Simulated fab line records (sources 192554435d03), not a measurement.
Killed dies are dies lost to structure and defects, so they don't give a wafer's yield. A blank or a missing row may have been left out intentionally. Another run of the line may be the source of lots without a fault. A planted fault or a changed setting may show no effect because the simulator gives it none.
A lot that was struck, set against a sound lot + flow n5-finfet + 38 out of 1938 route steps
Sound: wafers L800.3, L800.4, L800.5. Struck: wafer L803.5 (left out: L803.2, L803.6 of the same lot, which were not struck); the cause appears at the end.
For every step that has rows: the tool of each side, followed by ch and its chambers, followed by its first start. Under that, the readings that differ: sound wafers + struck wafers + difference of the means + sigmas: that difference in standard deviations of wafers without a fault.
alike: readings whose means differ by less than 2 such deviations, and words and numbers that are the same on both sides. not compared: withheld readings, readings that some wafer has no value for, bounds like >300 that may hide the same value, and numbers for which the record gives no deviation and whose values overlap.
The two part at a step that has a row with sigmas, a row that says differs or no value, or rows on one side only. Numbers that don't overlap but have no deviation are shown without sigmas and don't part them. A reading that every wafer of one side lacks parts them only if that side has two wafers or more.

first, 9 steps without rows for these wafers: N5_BEOL_M0_CUTY_EXPOSE_54 (exposes mask M0 ABLK); N5_BEOL_M0_CUTY_PEB_55 (peb time 60 s); N5_BEOL_M0_CUTY_DEVELOP_56 (develop time 30 s); N5_BEOL_M0_CUTY_DESCUM_61 (chemistry O2, time 7.9 s); N5_BEOL_M0_CUTY_ETCH_62 (etches SiARC in CF4, time 58.5 s); N5_BEOL_M0_CUTY_ETCH_63 (etches SOC in N2/H2, target depth 82.7 nm, overetch 16.5 nm, time 124 s); N5_BEOL_M0_CUTY_STRIP_64 (strips in N2/H2); N5_BEOL_M0_ETCH_138 (etches SiCN in CH3F/O2, target depth 12 nm, time 31.6 s); N5_BEOL_M0_HM_OPEN_105 (chemistry Cl2/BCl3, target TiN, target depth 12 nm).
N5_BEOL_M0_STRIP_140: strips in CF4.
  sound on rie-diel-02 ch 0,2,3, day 6 12:03; struck on rie-diel-02 ch 2, day 7 08:38
  alike: drypump-motor-current-A, oes-product-au, rf-vpp-V, showerhead-plenum-p-Torr, throttle-valve-pct
  not compared: rf-hours-counter-h
then, 27 steps without rows for these wafers: N5_BEOL_M0_STRIP_104 (strips in N2/H2); N5_BEOL_M0_WET_ETCH_106 (etches SiO2 in DHF, target depth 130 nm, rinse time 30 s); N5_BEOL_M0_ETCH_128 (etches SiCN in CF4/N2, target depth 12 nm, overetch 5.1 nm, time 21.4 s); N5_BEOL_M0_TRENCH_ETCH_107 (etches SiOC in C4F6/O2, target depth 32.8 nm, time 16.4 s); N5_BEOL_M0_STRIP_142 (strips in N2/H2, time 10 s); N5_BEOL_M0_HM_STRIP_129 (strips TiN in peroxide tin strip, target depth 17 nm, time 108 s); N5_BEOL_M0_SRD_130 (time 30 s); N5_BEOL_M0_ETCH_109 (etches SiCN in CH3F/O2, target depth 8 nm, overetch 2.4 nm, time 27.4 s); N5_BEOL_M0_STRIP_139 (strips in post etch residue remover, time 60 s); N5_BEOL_M0_SRD_111 (time 30 s); N5_BEOL_M0_DEGAS_112 (time 60 s); N5_BEOL_M0_PRE_CLEAN_113 (time 30 s); N5_BEOL_M0_ALD_136 (deposits TaN, pulse time 2 s, purge time 3 s, co reactant purge time 2 s); N5_BEOL_M0_SURFACE_TREAT_137; N5_BEOL_M0_CVD_115 (deposits Co from CCTBA/H2, time 120 s); N5_BEOL_M0_SPUTTER_116 (material Cu, target thk 4 nm, time 7.37 s); N5_BEOL_M0_ANNEAL_117 (time 60 s); N5_BEOL_M0_SPUTTER_132 (material Cu, target thk 4 nm, time 7.37 s); N5_BEOL_M0_ANNEAL_133 (time 60 s); N5_BEOL_M0_SPUTTER_134 (material Cu, target thk 4 nm, time 7.37 s); N5_BEOL_M0_ANNEAL_135 (time 60 s); N5_BEOL_M0_SPUTTER_141 (material Cu, target thk 4 nm, time 7.37 s); N5_BEOL_M0_ECD_118 (material Cu, target thk 300 nm); N5_BEOL_M0_ANNEAL_119 (time 90 s); N5_BEOL_M0_CMP_120 (polishes, stops on SiOC, t overpolish 6.9 s); N5_BEOL_M0_PRE_CLEAN_131 (time 15 s); N5_BEOL_M0_CO_CAP_123 (material Co, precursor CCTBA/H2, target thk 2 nm, time 102.1 s).
-- the record jumps here: 6 days lie between the struck wafers' starts before and after (it left off in module BEOL_M0 and takes up again in module PASSIVATION, whose first step shown is number 1936 of the route) --
N5_PASSIVATION_PROBE_49:
  rows exist in the record for the struck wafers here (prober-01, day 13 17:20), but not for the sound ones

## WHERE THEY PART
N5_PASSIVATION_PROBE_49 only, going by this record.

WHY: what the simulator had put in
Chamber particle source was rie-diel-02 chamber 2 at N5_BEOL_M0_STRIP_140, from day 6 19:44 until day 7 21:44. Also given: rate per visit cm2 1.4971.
